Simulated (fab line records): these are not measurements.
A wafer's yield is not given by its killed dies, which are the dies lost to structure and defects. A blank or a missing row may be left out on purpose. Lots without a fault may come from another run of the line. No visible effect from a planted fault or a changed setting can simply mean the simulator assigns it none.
fab line records	flow nand_harc	part 1 of 2: steps 1 to 31 of 42
record lots=5	wafers=15	last_day=32
route steps=1302 shown A_DECK1_JOINT@528 A_ONON_D2@545 A_CHANNEL_HOLE_D2@570
lots untouched by any fault: they come from a run of this same line in which no faults occurred
start_h: hours from the record's first day to the start of the lot's first wafer shown	wait_h: time in hours since the lot's previous step	" unchanged from the row above	L1.1+2: a row that stands for several wafers	- no value, or no start given	* or withheld: withheld	< > ~ a bound
route shown NAME@n: NAME is a module with steps in the file, n the number in the route of the first one	usual: mean/standard deviation taken from wafers without a fault	same: alike in all rows	chamber/n: place in a boat	sites: readings site by site	_std_site: the values' standard deviation	_edge_site: inner sites' mean taken away from outer sites' mean	radius_mm: how far each site lies from the wafer's centre	mask NAME#n: copy n	behind: tool/chamber where the wafer was last shaped	hold: why the lot was held/for how many hours/how that ended	device: which transistor (n, p or np) failed to switch	end of line: tests run on the same wafers once the route is complete	a step without rows: its recipe alone	killed: not the wafer's yield, but the dies lost to structure and defects at the first sort	map: a wafer's dies, x killed, . not, _ none there
set.NAME: the setting the step ran with; set.NAME@STEP: the setting that earlier step ran with	model.NAME: the simulator's own value behind a step, which no gauge read
certain route steps with their lots: each step a table, each wafer a row
services: from which hour (start_h, from the record's first day; less than 0 if before it) a tool's chamber was out of use, for how many hours, and why
## steps
# step NHARC_A_DECK1_JOINT_THK_MEAS_14
# recipe thk_meas_gauge=ellipsometry
# usual thk_nm=51.1/1.3
lot.wafer	tool	chamber	start_h	wait_h	thk_nm
L074.3	film_metro-01	-	242.37	0.2	50.8
L074.5	"	-	"	"	48.0
L074.6	"	-	"	"	47.3
L083.1	film_metro-02	-	337.91	0.2	53.8
L083.2	"	-	"	"	51.1
L083.5	"	-	"	"	51.5
L084.2	film_metro-02	-	354.46	0.2	52.7
L084.3	"	-	"	"	50.4
L084.4	"	-	"	"	50.4
L095.1	film_metro-02	-	463.39	0.2	51.1
L095.3	"	-	"	"	49.3
L095.6	"	-	"	"	52.6
L096.1	film_metro-01	-	470.59	0.2	49.7
L096.3	"	-	"	"	50.5
L096.5	"	-	"	"	51.3
# step NHARC_A_DECK1_JOINT_SRD_04
lot.wafer	tool	chamber	start_h	wait_h
L074.6+5+3	wet_bench-06	6,0,3	242.41	0.0
L083.5+1+2	wet_bench-09	5,7,0	337.96	0.0
L084.4+2+3	wet_bench-06	4,7,0	354.50	0.0
L095.6+1+3	wet_bench-07	7,1,2	463.43	0.0
L096.1+3+5	wet_bench-06	3,4,6	470.63	0.0
# step NHARC_A_DECK1_JOINT_ETCHBACK_00
# recipe target_depth_a=300	time_s=17.4	hbr_flow_sccm=150	rf_w=350	icp_w=350	bias_w=60	chemistry=HBr
# usual drypump_motor_current_A=5.5/0.37	hbr_flow_sccm=150.0/0.47	oes_product_au=1.000/0.008	throttle_valve_pct=23.266/0.009
lot.wafer	tool	chamber	start_h	wait_h	drypump_motor_current_A	hbr_flow_sccm	oes_product_au	rf_hours_counter_h	throttle_valve_pct
L074.3	rie_si-02	3	242.51	0.1	5.8	150.5	0.999	0.8	23.267
L074.6	"	2	"	"	5.9	150.7	0.992	-	23.266
L074.5	"	3	"	"	5.8	150.3	0.996	-	23.268
L083.1	rie_si-04	0	338.06	0.1	5.5	150.3	1.000	0.9	23.247
L083.2	"	1	"	"	5.9	150.1	1.007	1.2	23.274
L083.5	"	2	"	"	5.1	150.0	1.001	-	23.257
L084.3	rie_si-04	3	354.60	0.1	5.7	150.0	1.009	0.0	23.254
L084.2	"	0	"	"	5.5	150.0	1.004	0.0	23.252
L084.4	"	1	"	"	5.9	150.0	0.997	0.0	23.274
L095.3	rie_si-02	3	463.53	0.1	5.9	149.5	1.002	0	23.264
L095.1	"	0	"	"	5.4	149.5	1.011	0	23.258
L095.6	"	2	"	"	6.0	149.8	1.009	-	23.275
L096.3	rie_si-02	3	470.71	0.1	5.8	149.1	0.998	0.0	23.275
L096.1	"	2	"	"	6.0	149.5	0.999	0.0	23.269
L096.5	"	3	"	"	5.9	149.8	0.998	-	23.266
# step NHARC_A_DECK1_JOINT_PRECLEAN_30
# recipe time_s=*	temp_c=50	bath_age_min=0	chemistry=SC1
# same bath_age_min=0
lot.wafer	tool	chamber	start_h	wait_h
L074.3+5+6	wet_bench-09	1,2,4	242.65	0.1
L083.2+5+1	wet_bench-06	6,1,2	338.18	0.1
L084.2+3+4	wet_bench-06	6,7,0	354.74	0.1
L095.6+1+3	wet_bench-07	0,2,3	463.66	0.1
L096.5+1+3	wet_bench-06	0,1,4	470.87	0.1
# step NHARC_A_DECK1_JOINT_SRD_31
lot.wafer	tool	chamber	start_h	wait_h
L074.3+5+6	wet_bench-09	1,2,4	-	-
L083.2+5+1	wet_bench-06	6,1,2	-	-
L084.2+3+4	wet_bench-06	6,7,0	-	-
L095.6+1+3	wet_bench-07	0,2,3	-	-
L096.5+1+3	wet_bench-06	0,1,4	-	-
# step NHARC_A_DECK1_JOINT_CVD_34
# recipe target_thk_a=200	temp_c=700	pressure_mtorr=300	material=SiNx
# usual spike_tc_upper_C=699.6/1.2
lot.wafer	tool	chamber	start_h	wait_h	spike_tc_upper_C
L074.3	lpcvd-01	0	245.88	-	698.9
L074.5	"	0	"	"	701.4
L074.6	"	0	"	"	699.1
L083.1	lpcvd-01	0	341.42	-	698.5
L083.2	"	0	"	"	701.3
L083.5	"	0	"	"	698.2
L084.2	lpcvd-01	1	357.97	-	700.7
L084.3	"	1	"	"	698.8
L084.4	"	1	"	"	701.5
L095.1	lpcvd-01	0	466.90	-	698.7
L095.3	"	0	"	"	698.6
L095.6	"	0	"	"	698.4
L096.1	lpcvd-02	1	474.11	-	698.6
L096.3	"	1	"	"	699.5
L096.5	"	1	"	"	699.5
# step NHARC_A_DECK1_JOINT_DEP_06
# recipe target_thk_a=800	temp_c=65	material=SiOx
lot.wafer	tool	chamber	start_h	wait_h
L074.3+5+6	fcvd-02	0,0,1	249.14	0.4
L083.2+1+5	fcvd-01	1,0,0	344.68	0.4
L084.2+3+4	fcvd-02	1,0,1	361.22	0.4
L095.1+3+6	fcvd-02	1,1,0	470.11	0.4
L096.1+3+5	fcvd-01	0,1,0	477.33	0.4
# step NHARC_A_DECK1_JOINT_CURE_26
# recipe temp_c=150	time_s=32	pressure_atm=0.395
# usual susceptor_temp_C_max=150.37/0.18
lot.wafer	tool	chamber	start_h	wait_h	susceptor_temp_C_max
L074.3	fcvd-02	0	249.28	0.1	150.72
L074.5	"	0	"	"	150.62
L074.6	"	1	"	"	150.18
L083.2	fcvd-01	1	344.86	0.1	150.75
L083.1	"	0	"	"	150.35
L083.5	"	0	"	"	150.37
L084.2	fcvd-02	1	361.38	0.1	150.44
L084.3	"	0	"	"	150.31
L084.4	"	1	"	"	150.39
L095.1	fcvd-02	1	470.29	0.2	150.32
L095.3	"	1	"	"	150.48
L095.6	"	0	"	"	150.55
L096.1	fcvd-01	0	477.51	0.2	150.32
L096.3	"	1	"	"	150.28
L096.5	"	0	"	"	150.37
# step NHARC_A_DECK1_JOINT_ANNEAL_27
# recipe temp_c=400	time_s=3600	idle_temp_c=300	ramp_up_c_per_min=10	densification_p_h2o_torr=640
# usual spike_tc_upper_C=399.4/1.2
lot.wafer	tool	chamber	start_h	wait_h	spike_tc_upper_C
L074.3	furnace-06	0	252.71	3.4	398.0
L074.5	"	0	"	"	398.4
L074.6	"	0	"	"	399.6
L083.1	furnace-06	0	347.59	2.7	400.3
L083.2	"	0	"	"	399.6
L083.5	"	0	"	"	399.7
L084.2	furnace-04	0	365.15	3.8	402.2
L084.3	"	0	"	"	400.9
L084.4	"	0	"	"	401.7
L095.1	furnace-06	0	473.96	3.7	399.3
L095.3	"	0	"	"	398.9
L095.6	"	0	"	"	399.4
L096.1	furnace-06	0	480.24	2.7	399.6
L096.3	"	0	"	"	398.3
L096.5	"	0	"	"	398.5
# step NHARC_A_DECK1_JOINT_ANNEAL_28
# recipe temp_c=500	time_s=1800	idle_temp_c=400	ramp_up_c_per_min=10	densification_p_h2o_torr=640
# usual spike_tc_upper_C=499.8/1.4
lot.wafer	tool	chamber	start_h	wait_h	spike_tc_upper_C
L074.3	furnace-06	0	257.02	2.6	497.9
L074.5	"	0	"	"	500.3
L074.6	"	0	"	"	499.2
L083.1	furnace-06	0	351.91	2.6	499.0
L083.2	"	0	"	"	498.7
L083.5	"	0	"	"	499.9
L084.2	furnace-04	0	369.84	2.9	502.4
L084.3	"	0	"	"	502.1
L084.4	"	0	"	"	503.2
L095.1	furnace-06	0	479.54	3.8	499.6
L095.3	"	0	"	"	499.5
L095.6	"	0	"	"	499.7
L096.1	furnace-06	0	486.82	4.8	498.8
L096.3	"	0	"	"	499.8
L096.5	"	0	"	"	500.5
# step NHARC_A_DECK1_JOINT_ANNEAL_29
# recipe temp_c=750	time_s=1800	idle_temp_c=500	ramp_up_c_per_min=10	ramp_down_c_per_min=3
# usual spike_tc_upper_C=750.0/1.4
lot.wafer	tool	chamber	start_h	wait_h	spike_tc_upper_C
L074.3	furnace-06	0	260.25	2.6	748.2
L074.5	"	0	"	"	749.6
L074.6	"	0	"	"	749.9
L083.1	furnace-06	0	355.15	2.6	750.3
L083.2	"	0	"	"	748.8
L083.5	"	0	"	"	748.7
L084.2	furnace-04	0	374.12	3.6	752.0
L084.3	"	0	"	"	752.9
L084.4	"	0	"	"	751.7
L095.1	furnace-06	0	482.79	2.6	747.7
L095.3	"	0	"	"	748.5
L095.6	"	0	"	"	749.9
L096.1	furnace-06	0	491.16	3.7	748.7
L096.3	"	0	"	"	748.4
L096.5	"	0	"	"	749.5
# step NHARC_A_DECK1_JOINT_CMP_02
# recipe material=SiOx
# usual motor_current_A=11.8/1.4
lot.wafer	tool	chamber	start_h	wait_h	motor_current_A
L074.3	cmp-02	2	262.87	0.4	13.8
L074.5	"	2	"	"	12.6
L074.6	"	3	"	"	11.7
L083.1	cmp-04	1	357.85	0.4	11.9
L083.2	"	2	"	"	10.0
L083.5	"	1	"	"	12.3
L084.3	cmp-01	2	376.81	0.4	11.0
L084.2	"	0	"	"	12.8
L084.4	"	1	"	"	14.0
L095.3	cmp-04	3	485.45	0.4	10.3
L095.1	"	2	"	"	9.3
L095.6	"	3	"	"	11.0
L096.1	cmp-04	1	493.84	0.4	11.7
L096.3	"	2	"	"	9.6
L096.5	"	0	"	"	11.9
# step NHARC_A_DECK1_JOINT_SRD_15
lot.wafer	tool	chamber	start_h	wait_h
L074.6+3+5	wet_bench-07	7,0,3	263.17	0.0
L083.2+5+1	wet_bench-06	1,2,6	358.14	0.0
L084.4+2+3	wet_bench-07	3,4,7	377.11	0.0
L095.6+1+3	wet_bench-07	2,3,4	485.76	0.0
L096.5+1+3	wet_bench-06	4,6,7	494.11	0.0
# step NHARC_A_DECK1_JOINT_DEP_16
# recipe target_thk_a=450	temp_c=400	pressure_torr=6.5	rf_w=900	teos_flow_sccm=161.4	flow_sccm=2650	target_thk_nm=45	gas=O2	material=SiO2
# usual chamber_pressure_Torr=6.499/0.016	heater_power_w=517/91	throttle_valve_pct=16.1/0.74
lot.wafer	tool	chamber	start_h	wait_h	chamber_pressure_Torr	heater_power_w	throttle_valve_pct
L074.3	pecvd-02	2	263.26	0.1	6.514	396	16.5
L074.5	"	2	"	"	6.508	399	16.4
L074.6	"	1	"	"	6.506	483	15.7
L083.2	pecvd-02	0	358.26	0.1	6.495	647	14.9
L083.1	"	1	"	"	6.505	549	15.8
L083.5	"	1	"	"	6.492	537	15.5
L084.3	pecvd-02	2	377.24	0.1	6.494	480	16.8
L084.2	"	0	"	"	6.522	618	15.3
L084.4	"	2	"	"	6.499	460	16.6
L095.3	pecvd-02	2	485.86	0.1	6.491	472	16.8
L095.1	"	0	"	"	6.513	667	15.4
L095.6	"	0	"	"	6.491	683	15.5
L096.3	pecvd-03	2	494.25	0.1	6.516	535	16.3
L096.1	"	0	"	"	6.507	705	16.7
L096.5	"	1	"	"	6.500	395	17.0
# step NHARC_A_DECK1_JOINT_THK_MEAS_17
# recipe thk_meas_gauge=ellipsometry
# usual thk_nm=44.9/1.2
lot.wafer	tool	chamber	start_h	wait_h	thk_nm
L074.3	film_metro-02	-	263.54	0.3	42.2
L074.5	"	-	"	"	44.0
L074.6	"	-	"	"	44.5
L083.1	film_metro-01	-	358.51	0.2	43.4
L083.2	"	-	"	"	43.8
L083.5	"	-	"	"	46.5
L084.2	film_metro-01	-	377.52	0.2	45.6
L084.3	"	-	"	"	45.3
L084.4	"	-	"	"	45.3
L095.1	film_metro-01	-	486.14	0.2	46.1
L095.3	"	-	"	"	45.6
L095.6	"	-	"	"	45.2
L096.1	film_metro-01	-	494.53	0.2	42.5
L096.3	"	-	"	"	43.8
L096.5	"	-	"	"	44.5
# step NHARC_A_DECK1_JOINT_INSPECT_05
# usual raw_defect_count=358/140
lot.wafer	tool	chamber	start_h	wait_h	raw_defect_count
L074.3	defect_inspect-01	-	263.58	0.0	331
L074.5	"	-	"	"	329
L074.6	"	-	"	"	246
L083.1	defect_inspect-01	-	358.55	0.0	433
L083.2	"	-	"	"	411
L083.5	"	-	"	"	734
L084.2	defect_inspect-02	-	377.55	0.0	290
L084.3	"	-	"	"	197
L084.4	"	-	"	"	226
L095.1	defect_inspect-01	-	486.18	0.0	276
L095.3	"	-	"	"	255
L095.6	"	-	"	"	209
L096.1	defect_inspect-01	-	494.57	0.0	549
L096.3	"	-	"	"	772
L096.5	"	-	"	"	323
# step NHARC_A_ONON_D2_DEP_00
# recipe target_thk_a=10000	n2_flow_sccm=2750	n2o_flow_sccm=2000	nh3_flow_sccm=500	sih4_flow_sccm=210	temp_c=400
lot.wafer	tool	chamber	start_h	wait_h
L074.3+5+6	pecvd_onon-03	0	263.76	0.2
L083.1+2+5	pecvd_onon-04	0	358.62	0.1
L084.2+3+4	pecvd_onon-01	0	377.70	0.1
L095.1+3+6	pecvd_onon-03	0	486.25	0.1
L096.1+3+5	pecvd_onon-03	0	494.63	0.1
# step NHARC_A_ONON_D2_THK_MEAS_02
# recipe thk_meas_gauge=ellipsometry
# usual thk_nm=999/10
lot.wafer	tool	chamber	start_h	wait_h	thk_nm
L074.3	film_metro-02	-	264.16	-	1006
L074.5	"	-	"	"	1006
L074.6	"	-	"	"	1008
L083.1	film_metro-02	-	359.12	-	1006
L083.2	"	-	"	"	1005
L083.5	"	-	"	"	1005
L084.2	film_metro-01	-	378.15	-	986
L084.3	"	-	"	"	987
L084.4	"	-	"	"	987
L095.1	film_metro-01	-	486.76	-	988
L095.3	"	-	"	"	988
L095.6	"	-	"	"	985
L096.1	film_metro-02	-	495.14	-	1002
L096.3	"	-	"	"	1003
L096.5	"	-	"	"	1002
# step NHARC_A_ONON_D2_DEP_03
# recipe target_thk_a=10000	n2_flow_sccm=2750	n2o_flow_sccm=2000	nh3_flow_sccm=500	sih4_flow_sccm=210	temp_c=400
lot.wafer	tool	chamber	start_h	wait_h
L074.3+5+6	pecvd_onon-01	0	264.33	0.2
L083.1+2+5	pecvd_onon-03	0	359.18	0.1
L084.2+3+4	pecvd_onon-03	0	378.26	0.1
L095.1+3+6	pecvd_onon-01	0	486.81	0.1
L096.1+3+5	pecvd_onon-03	0	495.20	0.1
# step NHARC_A_ONON_D2_THK_MEAS_05
# recipe thk_meas_gauge=ellipsometry
# usual thk_nm=1000/9.2
lot.wafer	tool	chamber	start_h	wait_h	thk_nm
L074.3	film_metro-01	-	264.72	-	990
L074.5	"	-	"	"	992
L074.6	"	-	"	"	992
L083.1	film_metro-02	-	359.69	-	1002
L083.2	"	-	"	"	1003
L083.5	"	-	"	"	1003
L084.2	film_metro-01	-	378.72	-	1014
L084.3	"	-	"	"	1015
L084.4	"	-	"	"	1015
L095.1	film_metro-01	-	487.32	-	986
L095.3	"	-	"	"	985
L095.6	"	-	"	"	985
L096.1	film_metro-01	-	495.71	-	998
L096.3	"	-	"	"	1000
L096.5	"	-	"	"	998
# step NHARC_A_ONON_D2_DEP_06
# recipe target_thk_a=10000	n2_flow_sccm=2750	n2o_flow_sccm=2000	nh3_flow_sccm=500	sih4_flow_sccm=210	temp_c=400
lot.wafer	tool	chamber	start_h	wait_h
L074.3+5+6	pecvd_onon-03	0	264.89	0.2
L083.1+2+5	pecvd_onon-01	0	359.75	0.1
L084.2+3+4	pecvd_onon-04	0	378.83	0.1
L095.1+3+6	pecvd_onon-04	0	487.38	0.1
L096.1+3+5	pecvd_onon-03	0	495.77	0.1
# step NHARC_A_ONON_D2_THK_MEAS_08
# recipe thk_meas_gauge=ellipsometry
# usual thk_nm=1002/9.4
lot.wafer	tool	chamber	start_h	wait_h	thk_nm
L074.3	film_metro-01	-	265.29	-	1009
L074.5	"	-	"	"	1011
L074.6	"	-	"	"	1008
L083.1	film_metro-01	-	360.26	-	1003
L083.2	"	-	"	"	1003
L083.5	"	-	"	"	1000
L084.2	film_metro-01	-	379.29	-	1004
L084.3	"	-	"	"	1004
L084.4	"	-	"	"	1006
L095.1	film_metro-01	-	487.89	-	1008
L095.3	"	-	"	"	1008
L095.6	"	-	"	"	1007
L096.1	film_metro-01	-	496.28	-	993
L096.3	"	-	"	"	991
L096.5	"	-	"	"	991
# step NHARC_A_ONON_D2_DEP_09
# recipe target_thk_a=10000	n2_flow_sccm=2750	n2o_flow_sccm=2000	nh3_flow_sccm=500	sih4_flow_sccm=210	temp_c=400
lot.wafer	tool	chamber	start_h	wait_h
L074.3+5+6	pecvd_onon-04	0	265.46	0.2
L083.1+2+5	pecvd_onon-04	0	360.32	0.1
L084.2+3+4	pecvd_onon-01	0	379.40	0.1
L095.1+3+6	pecvd_onon-03	0	487.94	0.1
L096.1+3+5	pecvd_onon-01	0	496.34	0.1
# step NHARC_A_ONON_D2_THK_MEAS_11
# recipe thk_meas_gauge=ellipsometry
# usual thk_nm=1002/10
lot.wafer	tool	chamber	start_h	wait_h	thk_nm
L074.3	film_metro-01	-	265.86	-	999
L074.5	"	-	"	"	1002
L074.6	"	-	"	"	1000
L083.1	film_metro-02	-	360.83	-	1014
L083.2	"	-	"	"	1012
L083.5	"	-	"	"	1012
L084.2	film_metro-01	-	379.86	-	1002
L084.3	"	-	"	"	1003
L084.4	"	-	"	"	1001
L095.1	film_metro-01	-	488.45	-	985
L095.3	"	-	"	"	984
L095.6	"	-	"	"	983
L096.1	film_metro-01	-	496.85	-	1004
L096.3	"	-	"	"	1004
L096.5	"	-	"	"	1004
# step NHARC_A_ONON_D2_DEP_12
# recipe target_thk_a=10000	n2_flow_sccm=2750	n2o_flow_sccm=2000	nh3_flow_sccm=500	sih4_flow_sccm=210	temp_c=400
lot.wafer	tool	chamber	start_h	wait_h
L074.3+5+6	pecvd_onon-01	0	266.03	0.2
L083.1+2+5	pecvd_onon-03	0	360.89	0.1
L084.2+3+4	pecvd_onon-03	0	379.97	0.1
L095.1+3+6	pecvd_onon-01	0	488.51	0.1
L096.1+3+5	pecvd_onon-03	0	496.90	0.1
# step NHARC_A_ONON_D2_THK_MEAS_14
# recipe thk_meas_gauge=ellipsometry
# usual thk_nm=997/9.4
lot.wafer	tool	chamber	start_h	wait_h	thk_nm
L074.3	film_metro-01	-	266.42	-	992
L074.5	"	-	"	"	992
L074.6	"	-	"	"	992
L083.1	film_metro-01	-	361.40	-	992
L083.2	"	-	"	"	989
L083.5	"	-	"	"	990
L084.2	film_metro-01	-	380.43	-	981
L084.3	"	-	"	"	979
L084.4	"	-	"	"	980
L095.1	film_metro-01	-	489.02	-	983
L095.3	"	-	"	"	987
L095.6	"	-	"	"	986
L096.1	film_metro-01	-	497.41	-	992
L096.3	"	-	"	"	994
L096.5	"	-	"	"	993
# step NHARC_A_ONON_D2_ANNEAL_15
# recipe temp_c=750	time_s=3600
# usual spike_tc_upper_C=749.0/0.96
lot.wafer	tool	chamber	start_h	wait_h	spike_tc_upper_C
L074.3	furnace-01	0	270.10	3.7	750.2
L074.5	"	0	"	"	748.0
L074.6	"	0	"	"	749.1
L083.1	furnace-01	0	365.08	3.7	749.0
L083.2	"	0	"	"	748.1
L083.5	"	0	"	"	749.5
L084.2	furnace-02	0	383.38	2.9	747.9
L084.3	"	0	"	"	749.8
L084.4	"	0	"	"	750.6
L095.1	furnace-01	0	492.70	3.7	749.7
L095.3	"	0	"	"	747.8
L095.6	"	0	"	"	748.7
L096.1	furnace-01	0	501.09	3.7	750.7
L096.3	"	0	"	"	749.7
L096.5	"	0	"	"	748.1
# step NHARC_A_ONON_D2_DEP_16
# recipe target_thk_a=10000	n2_flow_sccm=2750	n2o_flow_sccm=2000	nh3_flow_sccm=500	sih4_flow_sccm=210	temp_c=400
lot.wafer	tool	chamber	start_h	wait_h
L074.3+5+6	pecvd_onon-03	0	274.05	0.5
L083.1+2+5	pecvd_onon-03	0	368.86	0.4
L084.2+3+4	pecvd_onon-01	0	387.24	0.4
L095.1+3+6	pecvd_onon-01	0	496.69	0.5
L096.1+3+5	pecvd_onon-03	0	504.95	0.4
# step NHARC_A_ONON_D2_THK_MEAS_18
# recipe thk_meas_gauge=ellipsometry
# usual thk_nm=999/8.2
lot.wafer	tool	chamber	start_h	wait_h	thk_nm
L074.3	film_metro-02	-	274.45	-	985
L074.5	"	-	"	"	984
L074.6	"	-	"	"	985
L083.1	film_metro-01	-	369.36	-	999
L083.2	"	-	"	"	997
L083.5	"	-	"	"	999
L084.2	film_metro-01	-	387.70	-	992
L084.3	"	-	"	"	990
L084.4	"	-	"	"	991
L095.1	film_metro-01	-	497.20	-	1007
L095.3	"	-	"	"	1007
L095.6	"	-	"	"	1008
L096.1	film_metro-01	-	505.46	-	987
L096.3	"	-	"	"	988
L096.5	"	-	"	"	988
# step NHARC_A_ONON_D2_DEP_19
# recipe target_thk_a=10000	n2_flow_sccm=2750	n2o_flow_sccm=2000	nh3_flow_sccm=500	sih4_flow_sccm=210	temp_c=400
lot.wafer	tool	chamber	start_h	wait_h
L074.3+5+6	pecvd_onon-04	0	274.62	0.2
L083.1+2+5	pecvd_onon-04	0	369.42	0.1
L084.2+3+4	pecvd_onon-01	0	387.81	0.1
L095.1+3+6	pecvd_onon-03	0	497.26	0.1
L096.1+3+5	pecvd_onon-03	0	505.52	0.1
# step NHARC_A_ONON_D2_THK_MEAS_21
# recipe thk_meas_gauge=ellipsometry
# usual thk_nm=1001/8.6
lot.wafer	tool	chamber	start_h	wait_h	thk_nm
L074.3	film_metro-01	-	275.02	-	1001
L074.5	"	-	"	"	1000
L074.6	"	-	"	"	1000
L083.1	film_metro-02	-	369.92	-	997
L083.2	"	-	"	"	997
L083.5	"	-	"	"	996
L084.2	film_metro-02	-	388.28	-	1001
L084.3	"	-	"	"	1001
L084.4	"	-	"	"	1001
L095.1	film_metro-01	-	497.77	-	991
L095.3	"	-	"	"	989
L095.6	"	-	"	"	988
L096.1	film_metro-02	-	506.02	-	996
L096.3	"	-	"	"	999
L096.5	"	-	"	"	997
